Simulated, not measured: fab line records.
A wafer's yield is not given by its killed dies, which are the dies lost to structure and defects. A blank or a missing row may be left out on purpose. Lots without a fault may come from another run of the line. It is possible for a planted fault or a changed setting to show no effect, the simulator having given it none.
fab line records | flow n5-finfet | part 2 of 2: steps 22 to 27 of 27
record: lots: 5 wafers: 15 last-day: 17
route steps=1938 shown BEOL_M5@1130
lots that met no fault: taken from a fault-free run of the same line
start-h: hours from the record's first day to the start of the lot's first wafer shown | wait-h: hours elapsed since this lot's preceding step | " repeats the value in the row above | L1.1+2: a single row standing in for several wafers | - no value present, or no start provided | * or withheld: withheld | < > ~ a bound
route shown NAME@n: names a module that has steps shown in the file, with the first one's number in the route | usual: mean/standard deviation of fault-free wafers | same: alike in all rows | chamber/n: place in a boat | sites: the reading at each site | _std_site: how widely they spread, as a standard deviation | _edge_site: mean of outer sites minus mean of inner sites | radius-mm: how far each site lies from the wafer's centre | mask NAME#n: copy n | behind: the last tool/chamber to shape the wafer | hold: reason for holding the lot/hours on hold/outcome of the hold | device: the transistor (n, p or np) that didn't switch | end of line: tests run on the same wafers once the route is complete | a step given without rows: its recipe and nothing more | killed: dies that structure and defects cost at the first sort, which is not the same as the wafer's yield | map: a wafer's dies, x killed, . not, _ none there
set.NAME: the setting the step ran with; set.NAME@STEP: the setting that earlier step ran with | model.NAME: the simulator's own value behind a step, which no gauge read
a table for each step, a row for each wafer; lots at some steps of the route
services: from which hour (start-h, from the record's first day; less than 0 if before it) a tool's chamber was out of use, for how many hours, and why
== steps ==
step: N5_BEOL_M5_DESCUM_33
recipe: chemistry: O2 time-s: 7 source-power-w: 50 bias-power-w: 20 pressure-mtorr: 20 rf-frequency-hz: 2.712e+07 temp-c: 40 resist: CAR-EUV o2-flow-sccm: 225
usual: chamber-pressure-mTorr: 19.998/0.019 drypump-motor-current-A: 5.7/0.49 oes-product-au: 0.78/0.091 rf-vpp-V: 243.0/1.2 showerhead-plenum-p-Torr: 2.08/0.061 throttle-valve-pct: 20.49/0.3
columns lot.wafer tool chamber start-h wait-h chamber-pressure-mTorr drypump-motor-current-A oes-product-au rf-hours-counter-h rf-vpp-V showerhead-plenum-p-Torr throttle-valve-pct
L074.2 rie-diel-04 3 188.20 0.0 20.023 5.3 0.72 210 243.7 2.16 20.31
L074.4 " 3 " " 20.003 5.3 0.72 - 245.3 2.16 20.31
L074.6 " 2 " " 20.008 6.1 0.69 - 243.7 2.16 20.91
L075.1 rie-diel-02 3 188.38 0.0 20.023 5.1 0.77 136 242.7 2.00 20.79
L075.2 " 1 " " 20.013 5.9 0.85 70 242.2 2.04 20.19
L075.5 " 2 " " 20.039 5.8 0.66 - 242.8 2.04 19.99
L087.1 rie-diel-04 1 257.53 0.0 20.033 6.5 0.77 130 242.5 2.12 20.26
L087.3 " 0 " " 20.011 5.6 0.92 15 242.3 2.07 20.66
L087.5 " 2 " " 19.997 6.1 0.68 - 243.9 2.15 20.91
L091.1 rie-diel-04 1 274.26 0.0 19.993 6.5 0.76 135 242.2 2.12 20.26
L091.3 " 0 " " 20.021 5.6 0.92 18 243.7 2.07 20.68
L091.5 " 0 " " 20.008 5.5 0.92 - 241.6 2.07 20.65
L093.1 rie-diel-04 1 294.44 0.0 20.007 6.5 0.75 145 242.5 2.11 20.29
L093.2 " 0 " " 19.997 5.6 0.90 28 242.9 2.07 20.67
L093.6 " 0 " " 20.001 5.6 0.89 - 242.0 2.07 20.66
step: N5_BEOL_M5_ETCH_75
recipe: chemistry: N2/H2 target: underlayer target-depth-a: 65 mask-material: CAR-EUV time-s: 5.2 ion-energy-ev: 200 pressure-mtorr: 30 source-w: 840 bias-w: 150 n2-flow-sccm: 200 h2-flow-sccm: 200 ends: cleared
usual: chamber-pressure-mTorr: 30.00/0.042 drypump-motor-current-A: 5.7/0.49 etch-rf-on-time-s: 5.24/0.12 oes-product-au: 0.66/0.073 rf-vpp-V: 523.6/2.1 showerhead-plenum-p-Torr: 2.54/0.077 throttle-valve-pct: 17.9/0.33
columns lot.wafer tool chamber start-h wait-h chamber-pressure-mTorr drypump-motor-current-A etch-rf-on-time-s oes-product-au rf-hours-counter-h rf-vpp-V showerhead-plenum-p-Torr throttle-valve-pct
L074.2 rie-diel-04 3 188.24 0.0 29.92 5.3 5.31 0.60 210 526.7 2.65 17.9
L074.4 " 3 " " 30.03 5.3 5.34 0.60 - 528.0 2.65 17.9
L074.6 " 2 " " 30.03 6.1 5.41 0.57 - 526.7 2.64 18.5
L075.1 rie-diel-02 3 188.41 0.0 29.97 5.1 5.05 0.65 136 521.7 2.43 18.2
L075.2 " 1 " " 29.99 5.9 5.12 0.71 70 522.1 2.46 17.5
L075.5 " 2 " " 30.06 5.8 5.56 0.56 - 523.0 2.53 17.7
L087.1 rie-diel-04 1 257.57 0.0 30.08 6.5 5.28 0.66 130 522.6 2.55 17.5
L087.3 " 0 " " 30.04 5.6 5.32 0.78 15 521.5 2.49 18.0
L087.5 " 2 " " 29.99 6.1 5.30 0.57 - 526.4 2.63 18.5
L091.1 rie-diel-04 1 274.29 0.0 29.98 6.5 5.28 0.66 135 527.6 2.55 17.6
L091.3 " 0 " " 29.95 5.5 5.31 0.76 18 523.1 2.49 18.0
L091.5 " 0 " " 29.99 5.6 5.29 0.76 - 523.5 2.49 18.0
L093.1 rie-diel-04 1 294.49 0.0 30.04 6.5 5.15 0.65 145 523.4 2.54 17.6
L093.2 " 0 " " 29.97 5.6 5.20 0.75 28 521.9 2.49 18.0
L093.6 " 0 " " 30.05 5.6 5.25 0.77 - 522.9 2.49 18.0
step: N5_BEOL_M5_ETCH_67
recipe: chemistry: CF4 target: SiARC target-depth-a: 156 mask-material: CAR-EUV time-s: 26 ion-energy-ev: 80 pressure-mtorr: 40 source-w: 545 bias-w: 36 Ar_flow_sccm: 100 cf4-flow-sccm: 100 ends: cleared
usual: chamber-pressure-mTorr: 40.00/0.034 drypump-motor-current-A: 5.7/0.49 etch-rf-on-time-s: 26.2/0.6 oes-product-au: 0.66/0.074 rf-vpp-V: 183.8/1 showerhead-plenum-p-Torr: 2.14/0.053 throttle-valve-pct: 15.69/0.29
columns lot.wafer tool chamber start-h wait-h chamber-pressure-mTorr drypump-motor-current-A etch-rf-on-time-s oes-product-au rf-hours-counter-h rf-vpp-V showerhead-plenum-p-Torr throttle-valve-pct
L074.2 rie-diel-04 3 188.25 0.0 39.93 5.2 26.5 0.60 210 186.3 2.22 15.59
L074.4 " 3 " " 39.98 5.3 26.5 0.60 - 186.2 2.22 15.61
L074.6 " 2 " " 40.03 6.1 26.8 0.58 - 184.8 2.21 16.02
L075.1 rie-diel-02 3 188.43 0.0 40.03 5.1 25.5 0.66 136 182.5 2.08 16.10
L075.2 " 1 " " 40.07 5.9 25.2 0.73 70 182.4 2.08 15.28
L075.5 " 2 " " 40.01 5.8 27.6 0.56 - 182.5 2.12 15.56
L087.1 rie-diel-04 1 257.59 0.0 39.99 6.5 26.5 0.65 130 184.1 2.14 15.40
L087.3 " 0 " " 39.93 5.6 26.2 0.78 15 183.3 2.11 15.69
L087.5 " 2 " " 40.00 6.1 26.4 0.57 - 185.1 2.20 16.05
L091.1 rie-diel-04 1 274.31 0.0 40.08 6.5 26.6 0.64 135 184.8 2.14 15.38
L091.3 " 0 " " 39.98 5.6 26.1 0.77 18 183.2 2.11 15.67
L091.5 " 0 " " 39.97 5.6 26.0 0.78 - 182.9 2.11 15.68
L093.1 rie-diel-04 1 294.51 0.0 39.98 6.5 26.0 0.65 145 183.7 2.13 15.42
L093.2 " 0 " " 40.04 5.6 26.0 0.76 28 183.1 2.10 15.70
L093.6 " 0 " " 39.99 5.6 25.7 0.77 - 182.2 2.10 15.70
step: N5_BEOL_M5_ETCH_68
recipe: chemistry: N2/H2 target: SOC target-depth-a: 800 overetch-a: 160 mask-material: SiARC temp-c: 40 time-s: 120 ion-energy-ev: 200 pressure-mtorr: 30 source-w: 840 bias-w: 150 n2-flow-sccm: 200 h2-flow-sccm: 200
usual: chamber-pressure-mTorr: 30.00/0.031 drypump-motor-current-A: 5.7/0.5 oes-product-au: 0.60/0.066 rf-vpp-V: 523.6/2 showerhead-plenum-p-Torr: 2.54/0.077 throttle-valve-pct: 17.9/0.33
columns lot.wafer tool chamber start-h wait-h chamber-pressure-mTorr drypump-motor-current-A oes-product-au rf-hours-counter-h rf-vpp-V showerhead-plenum-p-Torr throttle-valve-pct
L074.2 rie-diel-04 3 188.28 0.0 29.98 5.3 0.55 210 526.6 2.65 17.9
L074.4 " 3 " " 30.00 5.3 0.55 - 526.1 2.65 17.9
L074.6 " 2 " " 29.98 6.1 0.53 - 525.4 2.64 18.4
L075.1 rie-diel-02 3 188.46 0.0 30.00 5.1 0.58 136 520.6 2.43 18.1
L075.2 " 1 " " 30.01 5.9 0.64 70 522.3 2.46 17.4
L075.5 " 2 " " 30.00 5.8 0.52 - 523.6 2.53 17.7
L087.1 rie-diel-04 1 257.61 0.0 30.00 6.5 0.59 130 526.1 2.55 17.5
L087.3 " 0 " " 30.02 5.6 0.70 15 522.8 2.49 18.0
L087.5 " 2 " " 30.02 6.1 0.52 - 525.2 2.63 18.5
L091.1 rie-diel-04 1 274.34 0.0 30.01 6.5 0.58 135 522.9 2.55 17.5
L091.3 " 0 " " 29.99 5.6 0.70 18 521.7 2.49 18.0
L091.5 " 0 " " 30.07 5.6 0.68 - 522.1 2.49 18.0
L093.1 rie-diel-04 1 294.56 0.0 30.02 6.5 0.57 145 524.1 2.54 17.5
L093.2 " 0 " " 30.06 5.6 0.68 28 523.5 2.49 18.0
L093.6 " 0 " " 30.01 5.6 0.68 - 522.8 2.49 18.0
step: N5_BEOL_M5_STRIP_69
recipe: chemistry: N2/H2 temp-c: 40 n2-flow-sccm: 200 h2-flow-sccm: 200 rf-frequency-hz: 6e+07
columns lot.wafer tool chamber start-h wait-h
L074.2+4+6 rie-diel-04 3,3,2 188.36 0.0
L075.1+2+5 rie-diel-02 3,1,2 188.54 0.0
L087.1+3+5 rie-diel-04 1,0,2 257.69 0.0
L091.1+3+5 rie-diel-04 1,0,0 274.42 0.0
L093.1+2+6 rie-diel-04 1,0,0 294.68 0.1
step: N5_BEOL_M5_STRIP_76
recipe: chemistry: N2/H2 temp-c: 40 n2-flow-sccm: 200 h2-flow-sccm: 200 rf-frequency-hz: 6e+07
columns lot.wafer tool chamber start-h wait-h
L074.2+4+6 rie-diel-04 3,3,2 188.37 0.0
L075.1+2+5 rie-diel-02 3,1,2 188.55 0.0
L087.1+3+5 rie-diel-04 1,0,2 257.70 0.0
L091.1+3+5 rie-diel-04 1,0,0 274.43 0.0
L093.1+2+6 rie-diel-04 1,0,0 294.69 0.0
== services ==
columns tool chamber start-h hours kind
rie-diel-06 2 165.75 - clean
rie-diel-06 2 165.75 - consumable-replace:focus-ring
rie-diel-06 2 165.75 18.1 scheduled-down
rie-diel-06 2 165.75 18.1 vent-cycle
rie-diel-02 1 177.11 5.9 repair
rie-diel-06 1 184.00 81.3 repair
rie-diel-04 0 186.86 - clean
rie-diel-04 0 186.86 - consumable-replace:focus-ring
rie-diel-04 0 186.86 14.6 scheduled-down
rie-diel-04 0 186.86 14.6 vent-cycle
euv-scanner-02 - 190.18 1.0 pm
euv-scanner-01 - 191.48 1.0 pm
rie-diel-02 3 191.84 6.5 repair
rie-diel-04 2 198.53 2.8 repair
rie-diel-06 2 218.19 13.6 repair
euv-scanner-02 - 219.64 13.5 repair
rie-diel-06 0 220.16 6.2 repair
rie-diel-02 3 243.66 9.1 repair
euv-scanner-02 - 246.33 1.0 pm
euv-scanner-01 - 247.63 1.0 pm
rie-diel-02 2 249.10 3.6 repair
euv-scanner-02 - 260.00 5.8 pm
rie-diel-06 - 266.11 2.8 pm
rie-diel-04 0 266.58 4.5 repair
